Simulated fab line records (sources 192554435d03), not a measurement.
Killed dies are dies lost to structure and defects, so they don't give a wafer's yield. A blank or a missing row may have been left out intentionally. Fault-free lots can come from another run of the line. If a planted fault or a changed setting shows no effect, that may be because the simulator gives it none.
Which tool was responsible? :: flow n5 finfet :: 27 wafers from 9 lots sampled at 5 of the route's 1938 steps

## WHAT THE GAUGES READ, wafer by wafer
N5_BEOL_M4_RC_MEAS_101. Usual: DIBL_N 37.3 mV/V, standard deviation 2.3; DIBL_P 37.4 mV/V, standard deviation 2.9; IOFF_N 0.18 nA/um, standard deviation 0.045; IOFF_P 0.25 nA/um, standard deviation 0.054; ION_N 679 uA/um, standard deviation 15; ION_P 468 uA/um, standard deviation 9.7; SS_N 71.8 mV/dec, standard deviation 0.62; SS_P 73.6 mV/dec, standard deviation 0.76; VT_N 248 mV, standard deviation 4.1; VT_P -248 mV, standard deviation 3.6.
lot: L978
measured: day 8 14:34
on: prober-01
DIBL_N (mV/V): 36.8 36.2 37.5
DIBL_P (mV/V): 37.7 35.5 37.9
IOFF_N (nA/um): 0.16 0.14 0.17
IOFF_P (nA/um): 0.26 0.24 0.28
ION_N (uA/um): 687 669 689
ION_P (uA/um): 483 466 482
SS_N (mV/dec): 72.0 71.4 71.9
SS_P (mV/dec): 74.3 73.4 73.8
VT_N (mV): 247 251 246
VT_P (mV): -246 -245 -246
flag: 

lot: L980
measured: day 8 21:13
on: prober-01
DIBL_N (mV/V): 37.0 32.8 34.7
DIBL_P (mV/V): 38.6 32.4 35.2
IOFF_N (nA/um): 0.17 0.09 0.12
IOFF_P (nA/um): 0.24 0.14 0.18
ION_N (uA/um): 697 651 666
ION_P (uA/um): 480 450 459
SS_N (mV/dec): 71.6 71.4 71.6
SS_P (mV/dec): 72.8 71.4 72.1
VT_N (mV): 247 259 253
VT_P (mV): -249 -254 -249
flag: 

lot: L985
measured: day 10 00:09
on: prober-02
DIBL_N (mV/V): 40.4 38.3 38.9
DIBL_P (mV/V): 39.5 36.6 38.0
IOFF_N (nA/um): 0.25 0.18 0.20
IOFF_P (nA/um): 0.31 0.26 0.27
ION_N (uA/um): 708 667 701
ION_P (uA/um): 483 464 481
SS_N (mV/dec): 72.6 71.1 72.2
SS_P (mV/dec): 74.4 73.6 73.5
VT_N (mV): 242 246 245
VT_P (mV): -243 -245 -245
flag: 

lot: L989
measured: day 11 02:35
on: prober-02
DIBL_N (mV/V): 39.9 41.4 40.8
DIBL_P (mV/V): 41.3 42.9 42.1
IOFF_N (nA/um): 0.23 0.26 0.24
IOFF_P (nA/um): 0.32 0.39 0.35
ION_N (uA/um): 704 688 692
ION_P (uA/um): 487 475 484
SS_N (mV/dec): 72.3 72.9 71.7
SS_P (mV/dec): 74.4 74.6 74.7
VT_N (mV): 243 241 241
VT_P (mV): -244 -241 -241
flag: 

lot: L993
measured: day 12 05:07
on: prober-02
DIBL_N (mV/V): 33.5 32.0 35.5
DIBL_P (mV/V): 34.4 33.1 35.0
IOFF_N (nA/um): 0.14 0.13 0.16
IOFF_P (nA/um): 0.20 0.19 0.21
ION_N (uA/um): 669 679 652
ION_P (uA/um): 463 468 450
SS_N (mV/dec): 70.6 70.6 71.8
SS_P (mV/dec): 73.1 72.6 73.5
VT_N (mV): 251 249 251
VT_P (mV): -249 -250 -253
flag: 

lot: L994
measured: day 12 06:49
on: prober-01
DIBL_N (mV/V): 38.4 36.5 37.4
DIBL_P (mV/V): 39.6 37.6 38.9
IOFF_N (nA/um): 0.22 0.18 0.21
IOFF_P (nA/um): 0.29 0.25 0.28
ION_N (uA/um): 672 695 703
ION_P (uA/um): 459 473 474
SS_N (mV/dec): 73.0 71.3 71.7
SS_P (mV/dec): 74.3 74.1 74.2
VT_N (mV): 248 248 245
VT_P (mV): -246 -246 -244
flag: 

lot: L996
measured: day 12 10:40
on: prober-02
DIBL_N (mV/V): 39.6 41.1 36.8
DIBL_P (mV/V): 38.4 40.5 33.9
IOFF_N (nA/um): 0.19 0.23 0.14
IOFF_P (nA/um): 0.25 0.32 0.17
ION_N (uA/um): 683 682 653
ION_P (uA/um): 464 467 449
SS_N (mV/dec): 71.9 73.4 71.7
SS_P (mV/dec): 74.1 74.8 72.3
VT_N (mV): 248 246 255
VT_P (mV): -251 -244 -253
flag: 

lot: L998
measured: day 13 07:53
on: prober-02
DIBL_N (mV/V): 40.7 35.8 39.5
DIBL_P (mV/V): 41.8 35.6 41.2
IOFF_N (nA/um): 0.23 0.14 0.22
IOFF_P (nA/um): 0.30 0.20 0.28
ION_N (uA/um): 679 662 677
ION_P (uA/um): 467 462 464
SS_N (mV/dec): 72.8 71.7 73.2
SS_P (mV/dec): 73.9 73.1 74.6
VT_N (mV): 244 252 246
VT_P (mV): -248 -252 -249
flag: 

lot: L999
measured: day 13 12:40
on: prober-01
DIBL_N (mV/V): 38.2 38.9 34.8
DIBL_P (mV/V): 37.6 41.0 34.9
IOFF_N (nA/um): 0.17 0.22 0.12
IOFF_P (nA/um): 0.22 0.31 0.19
ION_N (uA/um): 663 688 654
ION_P (uA/um): 455 470 460
SS_N (mV/dec): 72.4 72.6 71.5
SS_P (mV/dec): 73.6 74.6 73.9
VT_N (mV): 254 244 257
VT_P (mV): -252 -246 -251
flag: 

## EACH LOT AND THE TOOL THAT RAN IT (in order: tool; ch and the chambers of the sampled wafers; start)
lot: L978
N5_PMOS_HMC_CHANNEL_EPI_DESCUM_14: rie diel-03 ch 1,2, day 2 00:54
N5_PMOS_HMC_CHANNEL_EPI_STRIP_33: rie diel-03 ch 1,2, day 2 01:02
N5_PMOS_HMC_CHANNEL_EPI_CMP_21: cmp-03 ch 0,2,3, day 2 03:06
N5_FIN_SAQP_COAT_50: litho track-04 ch 0, day 2 05:13

lot: L980
N5_PMOS_HMC_CHANNEL_EPI_DESCUM_14: rie diel-01 ch 0,1,3, day 2 11:25
N5_PMOS_HMC_CHANNEL_EPI_STRIP_33: rie diel-01 ch 0,1,3, day 2 11:33
N5_PMOS_HMC_CHANNEL_EPI_CMP_21: cmp-03 ch 0,1,3, day 2 13:30
N5_FIN_SAQP_COAT_50: litho track-03 ch 0, day 2 15:14

lot: L985
N5_PMOS_HMC_CHANNEL_EPI_DESCUM_14: rie diel-03 ch 0,3, day 3 17:25
N5_PMOS_HMC_CHANNEL_EPI_STRIP_33: rie diel-03 ch 0,3, day 3 17:33
N5_PMOS_HMC_CHANNEL_EPI_CMP_21: cmp-03 ch 0,1, day 3 19:43
N5_FIN_SAQP_COAT_50: litho track-04 ch 0, day 3 21:26

lot: L989
N5_PMOS_HMC_CHANNEL_EPI_DESCUM_14: rie diel-05 ch 0,1,3, day 4 17:52
N5_PMOS_HMC_CHANNEL_EPI_STRIP_33: rie diel-05 ch 0,1,3, day 4 18:00
N5_PMOS_HMC_CHANNEL_EPI_CMP_21: cmp-04 ch 0,2, day 4 20:16
N5_FIN_SAQP_COAT_50: litho track-04 ch 0, day 4 22:21

lot: L993
N5_PMOS_HMC_CHANNEL_EPI_DESCUM_14: rie diel-05 ch 0,1,2, day 5 17:17
N5_PMOS_HMC_CHANNEL_EPI_STRIP_33: rie diel-05 ch 0,1,2, day 5 17:26
N5_PMOS_HMC_CHANNEL_EPI_CMP_21: cmp-04 ch 0,1,2, day 5 19:20
N5_FIN_SAQP_COAT_50: litho track-04 ch 0, day 5 21:18

lot: L994
N5_PMOS_HMC_CHANNEL_EPI_DESCUM_14: rie diel-05 ch 0,1,3, day 5 23:50
N5_PMOS_HMC_CHANNEL_EPI_STRIP_33: rie diel-05 ch 0,1,3, day 5 23:58
N5_PMOS_HMC_CHANNEL_EPI_CMP_21: cmp-03 ch 0,2, day 6 02:46
N5_FIN_SAQP_COAT_50: litho track-04 ch 0, day 6 04:35

lot: L996
N5_PMOS_HMC_CHANNEL_EPI_DESCUM_14: rie diel-03 ch 0,2, day 6 11:34
N5_PMOS_HMC_CHANNEL_EPI_STRIP_33: rie diel-03 ch 0,2, day 6 11:43
N5_PMOS_HMC_CHANNEL_EPI_CMP_21: cmp-01 ch 1,2, day 6 13:41
N5_FIN_SAQP_COAT_50: litho track-01 ch 0, day 6 15:34

lot: L998
N5_PMOS_HMC_CHANNEL_EPI_DESCUM_14: rie diel-05 ch 1,2, day 6 22:58
N5_PMOS_HMC_CHANNEL_EPI_STRIP_33: rie diel-05 ch 1,2, day 6 23:06
N5_PMOS_HMC_CHANNEL_EPI_CMP_21: cmp-03 ch 1,2, day 7 00:57
N5_FIN_SAQP_COAT_50: litho track-03 ch 0, day 7 02:47

lot: L999
N5_PMOS_HMC_CHANNEL_EPI_DESCUM_14: rie diel-01 ch 1,2,3, day 7 05:06
N5_PMOS_HMC_CHANNEL_EPI_STRIP_33: rie diel-01 ch 1,2,3, day 7 05:14
N5_PMOS_HMC_CHANNEL_EPI_CMP_21: cmp-04 ch 0,2,3, day 7 07:07
N5_FIN_SAQP_COAT_50: litho track-03 ch 0, day 7 09:03
- N5_PMOS_HMC_CHANNEL_EPI_DESCUM_14: chemistry O2, time 7.9 s.
- N5_PMOS_HMC_CHANNEL_EPI_STRIP_33: strips in N2/H2.
- N5_PMOS_HMC_CHANNEL_EPI_CMP_21: polishes SiGe30, target thk 54 nm.
- N5_FIN_SAQP_COAT_50: time 60 s, resist thk 35 nm.

## WHAT THE TOOLS THEMSELVES READ (means of the sampled wafers that have a number; where no wafer has one, the mark that the record gives instead)
N5_PMOS_HMC_CHANNEL_EPI_DESCUM_14. Usual: drypump motor current A 5.9 A, standard deviation 0.47; oes product au 0.79 a.u., standard deviation 0.089; rf vpp V 243.0 V, standard deviation 1.1; showerhead plenum p Torr 2.07 Torr, standard deviation 0.054; throttle valve pct 20.30 %, standard deviation 0.28.
lot: L978
tool: rie diel-03
drypump motor current A (A): 4.9
oes product au (a.u.): 0.71
rf vpp V (V): 243.7
showerhead plenum p Torr (Torr): 2.07
throttle valve pct (%): 20.76
flag: 

lot: L980
tool: rie diel-01
drypump motor current A (A): 6.0
oes product au (a.u.): 0.75
rf vpp V (V): 242.7
showerhead plenum p Torr (Torr): 2.04
throttle valve pct (%): 20.37
flag: 

lot: L985
tool: rie diel-03
drypump motor current A (A): 6.4
oes product au (a.u.): 0.69
rf vpp V (V): 243.0
showerhead plenum p Torr (Torr): 2.04
throttle valve pct (%): 20.12
flag: 

lot: L989
tool: rie diel-05
drypump motor current A (A): 5.8
oes product au (a.u.): 0.78
rf vpp V (V): 243.8
showerhead plenum p Torr (Torr): 2.10
throttle valve pct (%): 20.31
flag: 

lot: L993
tool: rie diel-05
drypump motor current A (A): 5.9
oes product au (a.u.): 0.85
rf vpp V (V): 242.5
showerhead plenum p Torr (Torr): 2.09
throttle valve pct (%): 20.12
flag: 

lot: L994
tool: rie diel-05
drypump motor current A (A): 5.8
oes product au (a.u.): 0.88
rf vpp V (V): 243.7
showerhead plenum p Torr (Torr): 2.09
throttle valve pct (%): 20.26
flag: 

lot: L996
tool: rie diel-03
drypump motor current A (A): 6.1
oes product au (a.u.): 0.71
rf vpp V (V): 242.8
showerhead plenum p Torr (Torr): 2.06
throttle valve pct (%): 20.51
flag: 

lot: L998
tool: rie diel-05
drypump motor current A (A): 5.6
oes product au (a.u.): 0.85
rf vpp V (V): 243.7
showerhead plenum p Torr (Torr): 2.11
throttle valve pct (%): 19.95
flag: 

lot: L999
tool: rie diel-01
drypump motor current A (A): 5.9
oes product au (a.u.): 0.78
rf vpp V (V): 242.5
showerhead plenum p Torr (Torr): 2.00
throttle valve pct (%): 20.28
flag: 

N5_PMOS_HMC_CHANNEL_EPI_STRIP_33. Usual: drypump motor current A 5.9 A, standard deviation 0.47; oes product au 0.79 a.u., standard deviation 0.09; rf vpp V 54.2 V, standard deviation 1.7; showerhead plenum p Torr 3.33 Torr, standard deviation 0.082; throttle valve pct 18.9 %, standard deviation 0.37.
lot: L978
tool: rie diel-03
drypump motor current A (A): 4.9
oes product au (a.u.): 0.73
rf vpp V (V): 55.6
showerhead plenum p Torr (Torr): 3.34
throttle valve pct (%): 19.6
flag: 

lot: L980
tool: rie diel-01
drypump motor current A (A): 6.0
oes product au (a.u.): 0.76
rf vpp V (V): 55.4
showerhead plenum p Torr (Torr): 3.28
throttle valve pct (%): 18.8
flag: 

lot: L985
tool: rie diel-03
drypump motor current A (A): 6.5
oes product au (a.u.): 0.68
rf vpp V (V): 55.5
showerhead plenum p Torr (Torr): 3.32
throttle valve pct (%): 19.1
flag: 

lot: L989
tool: rie diel-05
drypump motor current A (A): 5.8
oes product au (a.u.): 0.80
rf vpp V (V): 53.6
showerhead plenum p Torr (Torr): 3.39
throttle valve pct (%): 19.1
flag: 

lot: L993
tool: rie diel-05
drypump motor current A (A): 5.9
oes product au (a.u.): 0.85
rf vpp V (V): 54.6
showerhead plenum p Torr (Torr): 3.37
throttle valve pct (%): 18.8
flag: 

lot: L994
tool: rie diel-05
drypump motor current A (A): 5.8
oes product au (a.u.): 0.89
rf vpp V (V): 52.5
showerhead plenum p Torr (Torr): 3.39
throttle valve pct (%): 19.0
flag: 

lot: L996
tool: rie diel-03
drypump motor current A (A): 6.1
oes product au (a.u.): 0.72
rf vpp V (V): 53.4
showerhead plenum p Torr (Torr): 3.31
throttle valve pct (%): 19.0
flag: 

lot: L998
tool: rie diel-05
drypump motor current A (A): 5.5
oes product au (a.u.): 0.85
rf vpp V (V): 53.5
showerhead plenum p Torr (Torr): 3.40
throttle valve pct (%): 18.5
flag: 

lot: L999
tool: rie diel-01
drypump motor current A (A): 5.9
oes product au (a.u.): 0.78
rf vpp V (V): 54.5
showerhead plenum p Torr (Torr): 3.23
throttle valve pct (%): 18.8
flag: 

N5_PMOS_HMC_CHANNEL_EPI_CMP_21. Usual: edge zone pressure frac 1.000, standard deviation 0.0051; motor current A 12.2 A, standard deviation 0.7.
lot: L978
tool: cmp-03
edge zone pressure frac: 0.998
motor current A (A): 12.8
flag: 

lot: L980
tool: cmp-03
edge zone pressure frac: 1.004
motor current A (A): 12.5
flag: 

lot: L985
tool: cmp-03
edge zone pressure frac: 0.999
motor current A (A): 12.4
flag: 

lot: L989
tool: cmp-04
edge zone pressure frac: 0.996
motor current A (A): 11.6
flag: 

lot: L993
tool: cmp-04
edge zone pressure frac: 0.999
motor current A (A): 11.7
flag: 

lot: L994
tool: cmp-03
edge zone pressure frac: 0.997
motor current A (A): 12.6
flag: 

lot: L996
tool: cmp-01
edge zone pressure frac: 0.999
motor current A (A): 11.7
flag: 

lot: L998
tool: cmp-03
edge zone pressure frac: 0.999
motor current A (A): 12.7
flag: 

lot: L999
tool: cmp-04
edge zone pressure frac: 0.999
motor current A (A): 11.8
flag: 

N5_FIN_SAQP_COAT_50. Usual: spin speed rpm at 1500.0 rpm, with a standard deviation of 1.1.
lot: L978
tool: litho track-04
spin speed rpm (rpm): 1500.7
flag: 

lot: L980
tool: litho track-03
spin speed rpm (rpm): 1501.7
flag: 

lot: L985
tool: litho track-04
spin speed rpm (rpm): 1499.3
flag: 

lot: L989
tool: litho track-04
spin speed rpm (rpm): 1500.2
flag: 

lot: L993
tool: litho track-04
spin speed rpm (rpm): 1591.2
flag: OFF

lot: L994
tool: litho track-04
spin speed rpm (rpm): 1590.4
flag: OFF

lot: L996
tool: litho track-01
spin speed rpm (rpm): 1500.7
flag: 

lot: L998
tool: litho track-03
spin speed rpm (rpm): 1499.2
flag: 

lot: L999
tool: litho track-03
spin speed rpm (rpm): 1500.4
flag: 

## THE ANSWER, worked out from the rows above alone
Rule: take the mean of a lot's wafers that have a number; if it is more than 3 standard deviations from the usual mean, the lot is off. Also off: a lot with no number at a reading for which 4 or more lots have one. The other lots that the step has rows for count as sound. Order of review: gauges by route order, followed by the tools' own readings, for which a lot's mean as printed above is used. At the first step where some lot is off, the reading lying furthest off is the one used; lots without a number count as furthest.
Off: L993, L994, at N5_FIN_SAQP_COAT_50 (spin speed rpm).
A tool fits if, at that step or a process step before it, it ran every lot that is off, and no sound lot after the first of them. One fits: N5_FIN_SAQP_COAT_50 on litho track-04. Its last sound lot is L989 (day 4 22:21), its first lot that is off L993 (day 5 21:18): a fault that began between those two fits.
The tool's own readings at N5_FIN_SAQP_COAT_50 bear it out: on the lots that are off they differ by more than 5 times the standard deviation of the sound lots' means. spin speed rpm reads 1590.8 rpm there against 1500.3 rpm on the sound lots.

## WHAT THE SIMULATOR HAD INSERTED
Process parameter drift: litho track-04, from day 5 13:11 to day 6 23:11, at N5_FIN_SAQP_COAT_50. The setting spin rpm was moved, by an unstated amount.
Lots struck among those shown: L993, L994. The rule above reached the same finding.
